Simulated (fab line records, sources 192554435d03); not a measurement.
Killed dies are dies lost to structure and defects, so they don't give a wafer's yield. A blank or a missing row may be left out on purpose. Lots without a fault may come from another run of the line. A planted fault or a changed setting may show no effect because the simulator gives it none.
fab line records | flow n5_finfet
record lots=24 wafers=72 last_day=20
route steps=1938 shown BEOL_M5@1186 BEOL_M6@1214 BEOL_M7@1265
lots that met no fault: from a run of the same line without faults
start_h: hours from the record's first day to the start of the lot's first wafer shown | wait_h: hours since the lot's step before | " the same as in the row above | L1.1+2: a row that stands for several wafers | - no value, or no start given | * or withheld: withheld | < > ~ a bound
route shown NAME@n: a module of which the file shows steps, and the number in the route of the first | usual: mean/standard deviation of fault-free wafers | same: alike in all rows | chamber/n: place in a boat | sites: the reading at each site | _std_site: their standard deviation | _edge_site: outer sites' mean less inner sites' | radius_mm: how far each site lies from the wafer's centre | mask NAME#n: copy n | behind: the tool/chamber that last shaped the wafer | hold: why the lot was held/for how many hours/how that ended | device: the transistor (n, p or np) that didn't switch | end of line: the same wafers' tests at the end of the route | a step without rows: its recipe alone | killed: dies lost to structure and defects at the first sort, not the wafer's yield | map: a wafer's dies, x killed, . not, _ none there
set.NAME: the setting as run; set.NAME@STEP: as run at that earlier step | model.NAME: the simulator's own value behind a step, which no gauge read
steps of the route over a sample of lots; a table a step, a row a wafer
services: from which hour (start_h, from the record's first day; less than 0 if before it) a tool's chamber was out of use, for how many hours, and why
## steps
# step N5_BEOL_M5_CMP_52
# recipe stop_on=SiCOH_lowk t_overpolish_s=6.9 down_force_psi=1 platen_rpm=50 clearing_platen_down_force_psi=1.5 clearing_platen_rpm=50 post_cmp_clean=cu_alkaline target_thk_nm=62 clearing_platen_pad_velocity_m_s=0.99484 pad_velocity_m_s=0.99484
# usual barrier_field_endpoint_s=24.7/0.64 motor_current_A=5.9/0.51 overpolish_run_s=6.898/0.0083 retaining_ring_pressure_frac=1.001/0.0044 slurry_filter_dp_kPa=13.50/0.14 time_to_endpoint_s=62/3.3
# columns lot.wafer tool chamber start_h wait_h barrier_field_endpoint_s motor_current_A overpolish_run_s retaining_ring_pressure_frac slurry_filter_dp_kPa time_to_endpoint_s
L074.2 cmp-04 1 203.10 0.3 24.0 5.5 6.896 1.003 13.61 63
L074.4 " 2 " " 23.8 5.5 6.904 0.995 13.30 60
L074.6 " 0 " " 24.0 5.1 6.907 0.995 13.66 60
L075.2 cmp-03 2 209.12 0.3 25.0 6.4 6.896 1.001 13.28 61
L075.4 " 3 " " 25.7 6.2 6.895 0.999 13.41 63
L075.5 " 1 " " 25.4 5.6 6.900 0.998 13.61 61
L076.4 cmp-02 2 212.24 0.1 24.8 6.1 6.899 0.999 13.62 65
L076.3 " 3 " " 24.1 6.8 6.909 1.005 13.46 59
L076.5 " 2 " " 24.6 6.2 6.902 1.002 13.53 65
L078.1 cmp-04 3 230.44 0.3 25.1 5.8 6.884 0.995 13.35 62
L078.4 " 1 " " 25.6 5.1 6.899 1.002 13.56 62
L078.5 " 2 " " 24.6 5.7 6.901 0.992 13.24 59
L077.1 cmp-04 1 236.55 0.3 23.6 5.3 6.902 1.007 13.37 61
L077.6 " 3 " " 23.8 6.1 6.916 0.989 13.73 59
L077.5 " 0 " " 23.5 5.3 6.897 1.000 13.44 62
L079.1 cmp-04 0 252.73 1.3 24.3 5.4 6.894 0.997 13.46 62
L079.2 " 1 " " 24.9 5.2 6.890 1.003 13.47 65
L079.3 " 3 " " 24.2 5.7 6.904 0.999 13.64 63
L080.4 cmp-02 2 254.24 0.4 26.3 6.2 6.890 0.999 13.65 67
L080.2 " 3 " " 24.5 6.6 6.894 1.002 13.31 55
L080.1 " 0 " " 25.0 6.4 6.916 1.008 13.54 61
L081.3 cmp-02 3 259.04 0.2 24.4 6.6 6.904 0.998 13.42 57
L081.4 " 1 " " 24.3 5.3 6.892 1.004 13.42 61
L081.2 " 2 " " 24.8 6.0 6.899 0.997 13.55 65
L082.3 cmp-04 1 261.72 0.2 25.7 5.3 6.908 0.999 13.43 68
L082.6 " 0 " " 25.4 5.5 6.902 0.995 13.78 65
L082.5 " 1 " " 25.5 5.1 6.891 1.003 13.71 68
L083.1 cmp-02 3 289.02 0.3 23.4 6.6 6.903 1.001 13.58 55
L083.3 " 2 " " 24.5 5.9 6.910 0.997 13.42 59
L083.5 " 3 " " 23.9 6.3 6.895 0.998 13.47 57
L084.3 cmp-02 0 300.64 0.2 24.7 6.6 6.898 1.001 13.61 61
L084.6 " 2 " " 25.3 6.2 6.888 1.004 13.73 65
L084.5 " 3 " " 23.6 6.5 6.902 1.002 13.66 56
L085.3 cmp-02 2 306.03 0.2 24.8 5.8 6.912 1.003 13.57 66
L085.4 " 0 " " 25.4 6.9 6.905 1.008 13.43 64
L085.6 " 1 " " 25.3 5.4 6.902 0.998 13.57 66
L086.3 cmp-02 2 309.72 0.2 24.4 5.8 6.895 1.005 13.48 66
L086.2 " 3 " " 24.3 6.9 6.904 1.006 13.43 58
L086.5 " 2 " " 25.1 6.0 6.901 0.998 13.59 65
L088.1 cmp-04 3 310.69 0.3 24.5 5.9 6.887 1.002 13.62 64
L088.3 " 2 " " 24.0 5.6 6.904 1.011 13.64 67
L088.6 " 0 " " 24.5 4.9 6.896 0.998 13.36 64
L087.2 cmp-03 0 315.84 0.2 25.1 6.9 6.903 0.998 13.63 65
L087.1 " 2 " " 23.4 6.3 6.909 1.005 13.55 60
L087.5 " 0 " " 25.1 6.7 6.904 1.003 13.30 65
L089.2 cmp-04 0 318.75 0.7 24.5 5.3 6.905 0.994 13.23 63
L089.3 " 1 " " 24.7 5.2 6.906 0.999 13.47 67
L089.5 " 0 " " 25.1 5.3 6.887 0.999 13.59 67
L090.4 cmp-03 1 320.99 0.2 24.6 5.5 6.892 1.004 13.28 57
L090.5 " 3 " " 25.2 5.9 6.884 1.000 13.51 62
L090.6 " 0 " " 25.1 6.5 6.884 1.000 13.54 63
L092.3 cmp-02 2 326.52 0.2 24.4 5.8 6.889 0.999 13.76 63
L092.4 " 0 " " 24.5 6.2 6.903 0.994 13.62 59
L092.5 " 1 " " 24.8 5.4 6.891 1.004 13.56 60
L094.1 cmp-03 0 335.60 0.3 24.9 6.5 6.899 1.003 13.72 66
L094.2 " 1 " " 24.0 5.9 6.904 1.003 13.38 62
L094.6 " 0 " " 24.8 6.6 6.892 0.999 13.49 65
L091.4 cmp-02 3 337.66 0.1 24.7 6.4 6.906 1.004 13.66 60
L091.2 " 2 " " 25.8 6.2 6.886 1.003 13.48 68
L091.6 " 3 " " 24.4 6.3 6.899 1.002 13.39 61
L095.3 cmp-04 2 341.90 0.2 24.4 5.8 6.898 1.009 13.49 64
L095.2 " 3 " " 24.8 5.8 6.902 1.002 13.67 66
L095.6 " 2 " " 24.7 6.0 6.904 1.001 13.71 65
L093.1 cmp-04 2 345.32 0.3 25.1 5.7 6.891 1.008 13.66 66
L093.2 " 3 " " 25.4 5.5 6.905 1.004 13.69 67
L093.6 " 1 " " 26.1 5.4 6.893 1.007 13.71 71
L096.2 cmp-04 0 346.23 0.2 23.9 5.0 6.905 0.998 13.40 62
L096.4 " 1 " " 24.7 5.2 6.917 1.004 13.35 64
L096.1 " 2 " " 24.3 5.8 6.896 0.997 13.43 62
L097.4 cmp-03 0 375.01 0.1 25.1 6.4 6.906 1.001 13.65 66
L097.2 " 1 " " 24.2 5.9 6.897 1.004 13.41 60
L097.1 " 2 " " 23.6 6.1 6.878 1.004 13.65 59
# step N5_BEOL_M6_STRIP_67
# recipe chemistry=CF4 resist=SiARC power_w=300 bias_power_w=75 pressure_mtorr=50 cf4_flow_sccm=150 rf_frequency_hz=6e+07
# usual drypump_motor_current_A=5.5/0.37 oes_product_au=0.82/0.069 rf_vpp_V=272.0/1.5 showerhead_plenum_p_Torr=1.84/0.044 throttle_valve_pct=13.35/0.29
# columns lot.wafer tool chamber start_h wait_h drypump_motor_current_A oes_product_au rf_hours_counter_h rf_vpp_V showerhead_plenum_p_Torr throttle_valve_pct
L074.2 rie_diel-04 3 205.69 0.0 5.4 0.89 18 269.8 1.84 13.12
L074.4 " 0 " " 6.1 0.91 35 271.9 1.84 13.09
L074.6 " 3 " " 5.4 0.89 - 272.2 1.84 13.13
L075.2 rie_diel-04 0 211.08 0.0 6.1 0.91 37 272.4 1.84 13.11
L075.4 " 2 " " 5.9 0.72 211 271.1 1.77 13.68
L075.5 " 1 " " 6.2 0.73 - 270.6 1.84 13.94
L076.3 rie_diel-01 0 215.74 0.0 5.9 0.86 35 273.5 1.89 13.02
L076.4 " 3 " " 5.2 0.86 42 271.2 1.83 13.29
L076.5 " 0 " " 5.9 0.87 - 275.0 1.89 13.03
L078.1 rie_diel-01 2 233.49 0.0 5.9 0.80 84 273.3 1.87 13.27
L078.4 " 3 " " 5.2 0.86 48 270.5 1.83 13.30
L078.5 " 3 " " 5.2 0.85 - 273.4 1.83 13.30
L077.1 rie_diel-01 0 240.12 0.0 5.9 0.86 43 274.0 1.89 13.05
L077.5 " 1 " " 5.3 0.71 - 271.6 1.86 13.87
L077.6 " 0 " " 5.9 0.85 - 273.2 1.89 13.03
L079.1 rie_diel-01 0 257.54 0.0 5.9 0.85 48 272.5 1.89 13.06
L079.2 " 3 " " 5.2 0.85 56 271.9 1.83 13.30
L079.3 " 2 " " 5.9 0.80 92 274.0 1.87 13.29
L080.1 rie_diel-06 0 257.72 0.0 5.2 0.89 30 272.6 1.84 13.08
L080.2 " 1 " " 5.5 0.79 107 269.7 1.79 13.63
L080.4 " 3 " " 5.0 0.69 233 269.9 1.71 13.76
L081.2 rie_diel-01 1 261.88 0.0 5.3 0.71 235 272.9 1.86 13.89
L081.3 " 0 " " 5.9 0.84 50 272.4 1.89 13.06
L081.4 " 3 " " 5.2 0.85 58 271.9 1.83 13.32
L082.3 rie_diel-01 0 264.10 0.0 5.9 0.85 50 272.8 1.88 13.06
L082.5 " 0 " " 5.9 0.85 - 271.9 1.88 13.07
L082.6 " 3 " " 5.2 0.84 - 271.3 1.83 13.32
L083.1 rie_diel-06 3 292.50 0.0 4.9 0.69 247 271.0 1.71 13.77
L083.3 " 2 " " 5.6 0.89 30 272.0 1.82 13.06
L083.5 " 0 " " 5.2 0.87 - 272.0 1.84 13.08
L084.3 rie_diel-06 0 304.53 0.0 5.2 0.86 47 272.5 1.84 13.10
L084.5 " 3 " " 4.9 0.67 - 267.2 1.71 13.78
L084.6 " 0 " " 5.2 0.87 - 272.6 1.84 13.09
L085.3 rie_diel-06 2 308.98 0.0 5.7 0.87 35 272.6 1.81 13.07
L085.4 " 1 " " 5.6 0.78 - 271.1 1.79 13.69
L085.6 " 0 " " 5.2 0.86 - 270.8 1.84 13.11
L086.2 rie_diel-01 0 313.87 0.0 5.9 0.82 67 273.1 1.88 13.11
L086.3 " 3 " " 5.2 0.82 75 271.1 1.82 13.38
L086.5 " 0 " " 5.9 0.82 - 274.2 1.88 13.10
L088.1 rie_diel-01 2 314.13 0.0 5.9 0.77 110 271.6 1.86 13.34
L088.3 " 3 " " 5.2 0.82 75 271.4 1.82 13.36
L088.6 " 3 " " 5.2 0.83 - 271.4 1.82 13.35
L087.1 rie_diel-04 3 318.83 0.0 5.5 0.83 55 270.7 1.83 13.20
L087.2 " 2 " " 6.0 0.69 245 270.4 1.76 13.77
L087.5 " 2 " " 6.0 0.70 - 269.2 1.76 13.77
L089.2 rie_diel-06 3 322.71 0.0 4.9 0.96 1 274.4 1.92 13.25
L089.3 " 0 " " 5.2 0.85 54 271.9 1.84 13.12
L089.5 " 3 " " 4.9 0.96 - 275.0 1.92 13.24
L090.4 rie_diel-04 0 323.56 0.0 6.1 0.85 72 272.9 1.83 13.19
L090.5 " 0 " " 6.1 0.86 - 271.6 1.83 13.16
L090.6 " 1 " " 6.2 0.70 - 272.4 1.83 14.03
L092.3 rie_diel-06 2 328.61 0.0 5.6 0.87 42 272.0 1.81 13.08
L092.4 " 3 " " 4.9 0.95 2 275.0 1.92 13.23
L092.5 " 2 " " 5.6 0.87 - 274.5 1.81 13.07
L094.1 rie_diel-01 3 338.05 0.0 5.2 0.81 84 272.4 1.82 13.38
L094.2 " 0 " " 5.9 0.82 76 274.4 1.88 13.12
L094.6 " 3 " " 5.2 0.82 - 273.7 1.82 13.40
L091.2 rie_diel-06 1 341.11 0.0 5.6 0.77 137 270.9 1.78 13.70
L091.4 " 3 " " 4.9 0.92 7 273.4 1.92 13.24
L091.6 " 1 " " 5.6 0.77 - 271.1 1.78 13.70
L095.2 rie_diel-06 0 344.67 0.0 5.2 0.85 61 272.2 1.83 13.13
L095.3 " 3 " " 4.9 0.91 8 271.9 1.92 13.25
L095.6 " 3 " " 4.9 0.92 - 273.1 1.92 13.26
L093.1 rie_diel-06 1 347.84 0.0 5.5 0.77 139 271.5 1.78 13.73
L093.2 " 2 " " 5.6 0.85 50 270.9 1.81 13.10
L093.6 " 0 " " 5.2 0.85 - 270.7 1.83 13.14
L096.1 rie_diel-06 1 348.34 0.0 5.5 0.76 139 268.6 1.78 13.70
L096.2 " 0 " " 5.2 0.84 62 271.9 1.83 13.14
L096.4 " 3 " " 4.9 0.91 9 274.0 1.92 13.25
L097.1 rie_diel-01 2 379.28 0.0 5.9 0.75 135 273.9 1.85 13.38
L097.2 " 3 " " 5.2 0.79 100 272.7 1.81 13.42
L097.4 " 0 " " 5.9 0.80 88 274.3 1.87 13.17
# step N5_BEOL_M6_OVL_MEAS_29
# recipe points_per_wafer=522
# usual V5_OVL=-0.3/0.89
# columns lot.wafer tool chamber start_h wait_h V5_OVL[nm]
L074.2 overlay-01 0 210.98 0.0 2.0
L074.4 " 0 " " 0.9
L074.6 " 0 " " 0.8
L075.2 overlay-02 0 213.90 0.0 -0.7
L075.4 " 0 " " -0.1
L075.5 " 0 " " 0.4
L076.3 overlay-01 0 219.19 0.0 -2.0
L076.4 " 0 " " -0.9
L076.5 " 0 " " -1.5
L078.1 overlay-01 0 234.05 0.0 -0.8
L078.4 " 0 " " -1.2
L078.5 " 0 " " -1.4
L077.1 overlay-01 0 242.97 0.0 0.8
L077.5 " 0 " " 0.5
L077.6 " 0 " " 0.2
L079.1 overlay-01 0 259.88 0.0 0.1
L079.2 " 0 " " -1.1
L079.3 " 0 " " -0.5
L080.1 overlay-01 0 259.99 0.0 -1.3
L080.2 " 0 " " -1.4
L080.4 " 0 " " -1.5
L081.2 overlay-02 0 263.88 0.0 -1.0
L081.3 " 0 " " -1.1
L081.4 " 0 " " -2.2
L082.3 overlay-01 0 268.56 0.0 -1.4
L082.5 " 0 " " -0.1
L082.6 " 0 " " -0.5
L083.1 overlay-02 0 293.60 0.0 -1.2
L083.3 " 0 " " -1.1
L083.5 " 0 " " -0.9
L084.3 overlay-02 0 305.82 0.0 1.0
L084.5 " 0 " " 1.1
L084.6 " 0 " " 0.4
L085.3 overlay-01 0 309.64 0.0 1.3
L085.4 " 0 " " 0.4
L085.6 " 0 " " -0.2
L086.2 overlay-01 0 315.70 0.0 -0.2
L086.3 " 0 " " -0.5
L086.5 " 0 " " -0.8
L088.1 overlay-02 0 315.86 0.0 -1.1
L088.3 " 0 " " -0.3
L088.6 " 0 " " 0.2
L087.1 overlay-01 0 320.84 0.0 -1.8
L087.2 " 0 " " -1.4
L087.5 " 0 " " -2.0
L089.2 overlay-02 0 325.53 0.0 -1.2
L089.3 " 0 " " -0.1
L089.5 " 0 " " -0.2
L090.4 overlay-02 0 325.73 0.0 0.7
L090.5 " 0 " " -1.2
L090.6 " 0 " " 0.2
L092.3 overlay-01 0 329.18 0.0 0.1
L092.4 " 0 " " -0.2
L092.5 " 0 " " 0.4
L094.1 overlay-01 0 339.69 0.1 0.2
L094.2 " 0 " " -0.3
L094.6 " 0 " " -1.1
L091.2 overlay-01 0 341.81 0.0 0.8
L091.4 " 0 " " 0.8
L091.6 " 0 " " 0.6
L095.2 overlay-02 0 345.69 0.0 -1.2
L095.3 " 0 " " 0.7
L095.6 " 0 " " -0.2
L096.1 overlay-02 0 349.74 0.0 -0.7
L096.2 " 0 " " -1.4
L096.4 " 0 " " -1.0
L093.1 overlay-02 0 350.12 0.0 0.2
L093.2 " 0 " " 0.4
L093.6 " 0 " " 0.0
L097.1 overlay-02 0 381.92 0.0 0.9
L097.2 " 0 " " 1.2
L097.4 " 0 " " 1.6
# step N5_BEOL_M6_ETCH_65
# recipe chemistry=CF4 target=SiARC target_depth_a=156 mask_material=CAR-EUV time_s=26 ion_energy_ev=80 pressure_mtorr=40 source_w=545 bias_w=36 Ar_flow_sccm=100 cf4_flow_sccm=100 ends=cleared
# usual drypump_motor_current_A=5.6/0.37 etch_rf_on_time_s=26.0/0.45 oes_product_au=0.70/0.069 rf_vpp_V=184.5/1 showerhead_plenum_p_Torr=2.18/0.048 throttle_valve_pct=15.4/0.33
# columns lot.wafer tool chamber start_h wait_h drypump_motor_current_A etch_rf_on_time_s oes_product_au rf_hours_counter_h rf_vpp_V showerhead_plenum_p_Torr throttle_valve_pct
L074.2 rie_diel-06 1 211.12 0.0 5.5 25.9 0.69 95 184.4 2.15 15.6
L074.4 " 0 " " 5.2 26.1 0.78 - 186.1 2.19 15.0
L074.6 " 3 " " 4.9 26.5 0.59 - 184.1 2.05 15.7
L075.2 rie_diel-04 2 214.04 0.0 5.9 26.6 0.61 212 184.7 2.12 15.7
L075.4 " 1 " " 6.2 25.7 0.61 209 184.2 2.21 16.0
L075.5 " 1 " " 6.2 25.8 0.62 - 184.2 2.21 16.0
L076.3 rie_diel-04 1 219.33 0.0 6.2 25.8 0.62 212 185.8 2.21 16.0
L076.4 " 2 " " 5.9 26.7 0.60 214 183.3 2.12 15.7
L076.5 " 3 " " 5.5 25.9 0.74 - 185.7 2.19 15.2
L078.1 rie_diel-01 2 234.25 0.0 5.9 26.4 0.68 84 184.9 2.23 15.3
L078.4 " 1 " " 5.3 26.6 0.60 227 184.6 2.21 15.9
L078.5 " 1 " " 5.3 26.4 0.60 - 184.8 2.21 15.9
L077.1 rie_diel-06 3 243.82 0.0 4.9 26.8 0.58 229 182.0 2.04 15.7
L077.5 " 1 " " 5.6 26.5 0.67 - 182.9 2.15 15.7
L077.6 " 2 " " 5.6 25.9 0.79 - 184.7 2.18 15.1
L079.1 rie_diel-04 2 260.16 0.0 5.9 26.6 0.60 228 184.2 2.11 15.7
L079.2 " 3 " " 5.5 26.1 0.73 37 184.4 2.19 15.2
L079.3 " 0 " " 6.1 25.6 0.75 52 183.6 2.18 15.1
L080.1 rie_diel-01 2 260.56 0.0 5.9 26.4 0.67 93 184.7 2.23 15.3
L080.2 " 3 " " 5.2 24.8 0.74 57 184.6 2.18 15.4
L080.4 " 0 " " 5.9 26.2 0.72 49 186.6 2.27 15.1
L081.2 rie_diel-04 1 264.04 0.0 6.2 25.6 0.61 226 183.9 2.20 16.0
L081.3 " 0 " " 6.1 25.6 0.75 54 185.5 2.18 15.1
L081.4 " 3 " " 5.5 25.9 0.73 39 184.0 2.18 15.2
L082.3 rie_diel-04 0 268.74 0.0 6.1 25.7 0.75 55 185.1 2.18 15.2
L082.5 " 2 " " 5.9 26.7 0.59 - 183.1 2.11 15.8
L082.6 " 3 " " 5.5 26.2 0.72 - 184.0 2.18 15.2
L083.1 rie_diel-06 1 293.94 0.0 5.5 26.2 0.66 121 183.5 2.14 15.7
L083.3 " 3 " " 4.9 26.6 0.58 247 181.9 2.04 15.7
L083.5 " 2 " " 5.6 25.4 0.76 - 184.2 2.17 15.1
L084.3 rie_diel-06 0 305.95 0.0 5.2 26.4 0.74 48 185.2 2.17 15.1
L084.5 " 0 " " 5.2 26.3 0.74 - 182.8 2.18 15.1
L084.6 " 1 " " 5.6 26.4 0.66 - 183.8 2.14 15.7
L085.3 rie_diel-06 0 309.77 0.0 5.2 26.0 0.74 49 183.1 2.17 15.1
L085.4 " 0 " " 5.2 25.8 0.74 - 184.3 2.17 15.1
L085.6 " 1 " " 5.6 25.9 0.66 - 185.7 2.14 15.7
L086.2 rie_diel-06 0 315.84 0.0 5.2 26.1 0.73 52 183.6 2.17 15.1
L086.3 " 2 " " 5.6 25.3 0.75 38 184.7 2.17 15.1
L086.5 " 0 " " 5.2 26.3 0.73 - 183.3 2.17 15.1
L088.1 rie_diel-01 2 316.39 0.0 5.9 26.5 0.65 111 185.2 2.22 15.3
L088.3 " 0 " " 5.9 26.4 0.70 68 184.3 2.26 15.2
L088.6 " 0 " " 5.9 26.3 0.70 - 185.5 2.26 15.2
L087.1 rie_diel-06 2 321.29 0.0 5.7 25.2 0.75 40 185.3 2.17 15.1
L087.2 " 3 " " 4.9 25.8 0.84 0 186.0 2.29 15.3
L087.5 " 2 " " 5.6 25.2 0.75 - 182.7 2.17 15.1
L089.2 rie_diel-06 0 325.67 0.0 5.2 26.3 0.72 55 184.1 2.17 15.1
L089.3 " 3 " " 4.9 25.9 0.83 1 185.6 2.29 15.3
L089.5 " 0 " " 5.2 26.5 0.72 - 184.7 2.17 15.1
L090.4 rie_diel-04 2 325.89 0.0 6.0 26.5 0.59 248 183.9 2.11 15.8
L090.5 " 2 " " 5.9 26.7 0.58 - 183.0 2.11 15.8
L090.6 " 3 " " 5.5 25.9 0.70 - 184.6 2.18 15.2
L092.3 rie_diel-04 0 329.31 0.0 6.1 25.4 0.74 74 183.8 2.17 15.2
L092.4 " 1 " " 6.2 25.4 0.60 244 183.9 2.20 16.1
L092.5 " 0 " " 6.1 25.5 0.74 - 183.5 2.17 15.2
L094.1 rie_diel-06 1 339.83 0.0 5.6 26.1 0.66 136 183.8 2.13 15.7
L094.2 " 2 " " 5.6 25.7 0.74 47 184.9 2.17 15.1
L094.6 " 3 " " 5.0 25.8 0.81 - 186.1 2.29 15.3
L091.2 rie_diel-01 0 341.94 0.0 5.9 26.3 0.70 77 186.2 2.26 15.2
L091.4 " 3 " " 5.2 24.7 0.71 86 183.8 2.17 15.4
L091.6 " 1 " " 5.3 25.5 0.87 - 183.1 2.21 15.4
L095.2 rie_diel-04 1 345.83 0.0 6.2 26.0 0.59 248 185.1 2.19 16.1
L095.3 " 3 " " 5.5 26.3 0.69 65 183.4 2.18 15.3
L095.6 " 3 " " 5.5 26.3 0.69 - 185.2 2.17 15.3
L096.1 rie_diel-06 3 350.02 0.0 4.9 26.0 0.79 10 186.0 2.29 15.3
L096.2 " 2 " " 5.6 25.9 0.73 51 184.0 2.17 15.1
L096.4 " 0 " " 5.2 26.5 0.71 63 185.1 2.17 15.1
L093.1 rie_diel-04 0 350.37 0.0 6.1 25.8 0.72 81 184.2 2.17 15.2
L093.2 " 1 " " 6.2 25.9 0.60 250 187.1 2.19 16.1
L093.6 " 3 " " 5.5 25.8 0.70 - 183.5 2.18 15.3
L097.1 rie_diel-06 2 382.11 0.0 5.7 25.5 0.72 63 183.5 2.16 15.2
L097.2 " 3 " " 5.0 25.7 0.76 23 186.2 2.28 15.3
L097.4 " 0 " " 5.2 26.4 0.70 75 185.3 2.17 15.1
# step N5_BEOL_M7_THK_MEAS_01
# recipe reads=SiCOH_lowk_of_BEOL_M7_ILD_DEP_00
# usual M7_ILD_THK=155.7/2.5
# columns lot.wafer tool chamber start_h wait_h M7_ILD_THK[nm]
L074.2 film_metro-02 - 214.65 0.4 156.0
L074.4 " - " " 156.6
L074.6 " - " " 154.5
L075.2 film_metro-01 - 217.47 0.4 152.1
L075.4 " - " " 154.2
L075.5 " - " " 153.8
L076.3 film_metro-02 - 224.73 0.3 156.0
L076.4 " - " " 153.9
L076.5 " - " " 154.0
L078.1 film_metro-02 - 239.13 0.8 151.7
L078.4 " - " " 158.7
L078.5 " - " " 157.1
L077.1 film_metro-01 - 247.45 0.4 156.2
L077.5 " - " " 156.4
L077.6 " - " " 152.2
L079.1 film_metro-01 - 264.41 0.4 156.3
L079.2 " - " " 154.0
L079.3 " - " " 156.6
L080.1 film_metro-02 - 264.62 0.4 155.9
L080.2 " - " " 156.4
L080.4 " - " " 156.0
L081.2 film_metro-02 - 268.98 0.4 151.6
L081.3 " - " " 152.3
L081.4 " - " " 154.0
L082.3 film_metro-01 - 272.01 0.3 152.6
L082.5 " - " " 157.4
L082.6 " - " " 154.5
L083.1 film_metro-02 - 298.55 0.4 153.4
L083.3 " - " " 154.9
L083.5 " - " " 158.3
L084.3 film_metro-02 - 311.17 0.3 156.1
L084.5 " - " " 158.4
L084.6 " - " " 155.7
L085.3 film_metro-02 - 314.41 0.3 156.3
L085.4 " - " " 155.9
L085.6 " - " " 159.8
L086.2 film_metro-02 - 319.99 0.4 154.0
L086.3 " - " " 155.1
L086.5 " - " " 154.0
L088.1 film_metro-02 - 320.09 0.4 150.7
L088.3 " - " " 152.3
L088.6 " - " " 157.3
L087.1 film_metro-02 - 325.36 0.8 153.4
L087.2 " - " " 152.6
L087.5 " - " " 154.8
L089.2 film_metro-01 - 330.48 0.4 155.7
L089.3 " - " " 154.6
L089.5 " - " " 156.8
L090.4 film_metro-02 - 331.70 0.2 156.9
L090.5 " - " " 154.2
L090.6 " - " " 154.9
L092.3 film_metro-02 - 334.47 0.3 156.6
L092.4 " - " " 158.9
L092.5 " - " " 156.2
L094.1 film_metro-02 - 343.99 0.4 157.5
L094.2 " - " " 155.6
L094.6 " - " " 158.6
L091.2 film_metro-02 - 346.44 0.4 154.1
L091.4 " - " " 154.5
L091.6 " - " " 156.7
L095.2 film_metro-01 - 350.16 0.4 158.8
L095.3 " - " " 159.1
L095.6 " - " " 162.4
L096.1 film_metro-01 - 354.33 0.4 152.5
L096.2 " - " " 152.9
L096.4 " - " " 154.4
L093.1 film_metro-02 - 355.04 0.4 156.6
L093.2 " - " " 153.9
L093.6 " - " " 158.9
L097.1 film_metro-01 - 385.73 0.4 157.0
L097.2 " - " " 156.6
L097.4 " - " " 159.4
# step N5_BEOL_M7_CD_MEAS_11
# recipe target_cd_nm=38.5 landing_energy_ev=500 detector=se_inlens polarity=opening
# usual cd_nm=38.5/0.57
# columns lot.wafer tool chamber start_h wait_h cd_nm
L074.2 cd_sem-02 0 215.28 - 38.7
L074.4 " 0 " " 38.8
L074.6 " 0 " " 37.9
L075.2 cd_sem-03 0 219.40 - 37.8
L075.4 " 0 " " 38.5
L075.5 " 0 " " 37.6
L076.3 cd_sem-03 0 226.12 - 38.9
L076.4 " 0 " " 38.8
L076.5 " 0 " " 38.7
L078.1 cd_sem-03 0 240.68 - 38.9
L078.4 " 0 " " 39.4
L078.5 " 0 " " 39.2
L077.1 cd_sem-03 0 249.31 - 38.1
L077.5 " 0 " " 38.2
L077.6 " 0 " " 38.2
L079.1 cd_sem-02 0 265.02 - 38.5
L079.2 " 0 " " 37.9
L079.3 " 0 " " 38.2
L080.1 cd_sem-02 0 265.22 - 38.4
L080.2 " 0 " " 38.6
L080.4 " 0 " " 38.5
L081.2 cd_sem-02 0 269.58 - 38.7
L081.3 " 0 " " 39.0
L081.4 " 0 " " 39.4
L082.3 cd_sem-02 0 273.48 - 38.1
L082.5 " 0 " " 37.9
L082.6 " 0 " " 38.0
L083.1 cd_sem-01 0 300.62 - 37.7
L083.3 " 0 " " 37.9
L083.5 " 0 " " 37.7
L084.3 cd_sem-02 0 313.18 - 37.9
L084.5 " 0 " " 38.7
L084.6 " 0 " " 38.2
L085.3 cd_sem-03 0 316.35 - 38.4
L085.4 " 0 " " 38.4
L085.6 " 0 " " 38.4
L086.2 cd_sem-03 0 321.94 - 38.6
L086.3 " 0 " " 39.4
L086.5 " 0 " " 39.3
L088.1 cd_sem-03 0 322.10 - 38.8
L088.3 " 0 " " 38.9
L088.6 " 0 " " 39.2
L087.1 cd_sem-01 0 327.13 - 37.4
L087.2 " 0 " " 38.1
L087.5 " 0 " " 37.4
L089.2 cd_sem-03 0 330.96 - 39.0
L089.3 " 0 " " 38.9
L089.5 " 0 " " 39.5
L090.4 cd_sem-03 0 335.62 - 38.5
L090.5 " 0 " " 39.2
L090.6 " 0 " " 38.9
L092.3 cd_sem-01 0 336.39 - 38.8
L092.4 " 0 " " 38.2
L092.5 " 0 " " 39.0
L094.1 cd_sem-01 0 345.73 - 39.0
L094.2 " 0 " " 39.3
L094.6 " 0 " " 38.9
L091.2 cd_sem-01 0 347.11 - 38.9
L091.4 " 0 " " 39.4
L091.6 " 0 " " 38.7
L095.2 cd_sem-02 0 350.86 - 37.7
L095.3 " 0 " " 38.3
L095.6 " 0 " " 38.2
L096.1 cd_sem-03 0 358.01 - 38.4
L096.2 " 0 " " 39.5
L096.4 " 0 " " 38.6
L093.1 cd_sem-03 0 358.17 - 38.6
L093.2 " 0 " " 38.2
L093.6 " 0 " " 38.6
L097.1 cd_sem-02 0 386.43 - 38.7
L097.2 " 0 " " 37.5
L097.4 " 0 " " 37.4
## services
# columns tool chamber start_h hours kind
cmp-02 - 180.29 3.1 pm
rie_diel-06 3 181.80 17.0 repair
rie_diel-06 2 198.81 - clean
rie_diel-06 2 198.81 - consumable_replace:focus_ring
rie_diel-06 2 198.81 16.9 scheduled_down
rie_diel-06 2 198.81 16.9 vent_cycle
rie_diel-01 - 202.64 0.5 repair
cmp-02 - 228.00 4.7 repair
cmp-03 - 238.14 4.0 pm
rie_diel-01 - 252.18 2.8 pm
cmp-03 - 257.10 0.3 repair
cmp-02 - 293.20 6.2 repair
rie_diel-06 3 304.55 - clean
rie_diel-06 3 304.55 - consumable_replace:focus_ring
rie_diel-06 3 304.55 - consumable_replace:showerhead
rie_diel-01 1 310.65 - clean
cmp-02 - 315.41 6.9 repair
rie_diel-04 1 338.83 3.5 repair
cmp-03 - 340.37 1.7 repair
cmp-04 - 350.63 4.0 pm
rie_diel-06 1 354.22 10.2 repair
rie_diel-01 0 354.91 5.7 repair
cmp-04 - 364.37 3.9 pm
cmp-02 - 373.95 0.8 repair
## key
fault none
